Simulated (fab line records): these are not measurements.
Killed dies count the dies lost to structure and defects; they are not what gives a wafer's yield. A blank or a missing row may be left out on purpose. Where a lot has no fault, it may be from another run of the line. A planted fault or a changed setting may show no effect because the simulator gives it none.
The tool behind it: which one? || flow n5_finfet || 12 lots with 36 wafers sampled at 3 steps, on a route of 1938 steps

WHAT THE GAUGES SHOWED, per wafer
N5_BEOL_M0_RS_MEAS_126: a four-point-probe measurement.
{"lot": "L075", "measured": "day 6 04:55", "on": "film_metro-02", "M0_RS (ohm/sq)": "0.516 0.509 0.516"}
{"lot": "L077", "measured": "day 6 17:24", "on": "film_metro-02", "M0_RS (ohm/sq)": "0.516 0.495 0.506"}
{"lot": "L079", "measured": "day 7 03:47", "on": "film_metro-02", "M0_RS (ohm/sq)": "0.563 0.550 0.532"}
{"lot": "L082", "measured": "day 7 21:52", "on": "film_metro-02", "M0_RS (ohm/sq)": "0.546 0.541 0.531"}
{"lot": "L083", "measured": "day 8 05:22", "on": "film_metro-01", "M0_RS (ohm/sq)": "0.532 0.538 0.535"}
{"lot": "L086", "measured": "day 9 02:31", "on": "film_metro-02", "M0_RS (ohm/sq)": "0.548 0.544 0.524"}
{"lot": "L087", "measured": "day 9 09:53", "on": "film_metro-01", "M0_RS (ohm/sq)": "0.512 0.522 0.519"}
{"lot": "L089", "measured": "day 9 18:46", "on": "film_metro-01", "M0_RS (ohm/sq)": "0.558 0.545 0.565"}
{"lot": "L090", "measured": "day 10 00:44", "on": "film_metro-01", "M0_RS (ohm/sq)": "0.536 0.543 0.530"}
{"lot": "L093", "measured": "day 10 15:45", "on": "film_metro-01", "M0_RS (ohm/sq)": "0.594 0.570 0.555"}
{"lot": "L095", "measured": "day 11 06:13", "on": "film_metro-01", "M0_RS (ohm/sq)": "0.526 0.539 0.534"}
{"lot": "L096", "measured": "day 11 22:16", "on": "film_metro-02", "M0_RS (ohm/sq)": "0.549 0.530 0.528"}

EACH LOT AND THE TOOL THAT RAN IT (in order: tool; ch and the chambers of the sampled wafers; start)
{"lot": "L075", "N5_BEOL_M0_ANNEAL_135": "pvd_sputter-03, day 6 03:46", "N5_BEOL_M0_ANNEAL_119": "rtp_anneal-01 ch 0, day 6 04:05"}
{"lot": "L077", "N5_BEOL_M0_ANNEAL_135": "pvd_sputter-01, day 6 16:07", "N5_BEOL_M0_ANNEAL_119": "rtp_anneal-02 ch 0, day 6 16:35"}
{"lot": "L079", "N5_BEOL_M0_ANNEAL_135": "pvd_sputter-01, day 7 02:41", "N5_BEOL_M0_ANNEAL_119": "rtp_anneal-01 ch 0, day 7 03:01"}
{"lot": "L082", "N5_BEOL_M0_ANNEAL_135": "pvd_sputter-01, day 7 20:19", "N5_BEOL_M0_ANNEAL_119": "rtp_anneal-01 ch 0, day 7 21:01"}
{"lot": "L083", "N5_BEOL_M0_ANNEAL_135": "pvd_sputter-02, day 8 04:11", "N5_BEOL_M0_ANNEAL_119": "rtp_anneal-01 ch 0, day 8 04:25"}
{"lot": "L086", "N5_BEOL_M0_ANNEAL_135": "pvd_sputter-03, day 9 00:55", "N5_BEOL_M0_ANNEAL_119": "rtp_anneal-02 ch 0, day 9 01:37"}
{"lot": "L087", "N5_BEOL_M0_ANNEAL_135": "pvd_sputter-02, day 9 08:35", "N5_BEOL_M0_ANNEAL_119": "rtp_anneal-02 ch 0, day 9 09:08"}
{"lot": "L089", "N5_BEOL_M0_ANNEAL_135": "pvd_sputter-01, day 9 17:40", "N5_BEOL_M0_ANNEAL_119": "rtp_anneal-01 ch 0, day 9 17:59"}
{"lot": "L090", "N5_BEOL_M0_ANNEAL_135": "pvd_sputter-01, day 9 23:19", "N5_BEOL_M0_ANNEAL_119": "rtp_anneal-01 ch 0, day 9 23:50"}
{"lot": "L093", "N5_BEOL_M0_ANNEAL_135": "pvd_sputter-03, day 10 14:34", "N5_BEOL_M0_ANNEAL_119": "rtp_anneal-01 ch 0, day 10 14:48"}
{"lot": "L095", "N5_BEOL_M0_ANNEAL_135": "pvd_sputter-02, day 11 04:52", "N5_BEOL_M0_ANNEAL_119": "rtp_anneal-02 ch 0, day 11 05:05"}
{"lot": "L096", "N5_BEOL_M0_ANNEAL_135": "pvd_sputter-02, day 11 20:54", "N5_BEOL_M0_ANNEAL_119": "rtp_anneal-01 ch 0, day 11 21:08"}
- N5_BEOL_M0_ANNEAL_135: time 60 s.
- N5_BEOL_M0_ANNEAL_119: time 90 s.

THE ANSWER, worked out from the rows above alone
Rule: the usual values come from the lots themselves. Put in order of their means at a reading, lots are off if they are a third of the lots or fewer, leave a main group of 4 or more, and stand apart from it by a gap of 3 or more times the standard deviation of the main group's means; of several such gaps the widest counts. A main group is skipped when, at the precision printed for the reading in the tables above, its means are all equal. A lot without any number at a reading at which 4 lots or more have one is off too. Where the step has rows for the other lots, those lots are counted as sound.
None of the lots is off at any reading shown; this tells nothing.

WHAT THE SIMULATOR PUT IN
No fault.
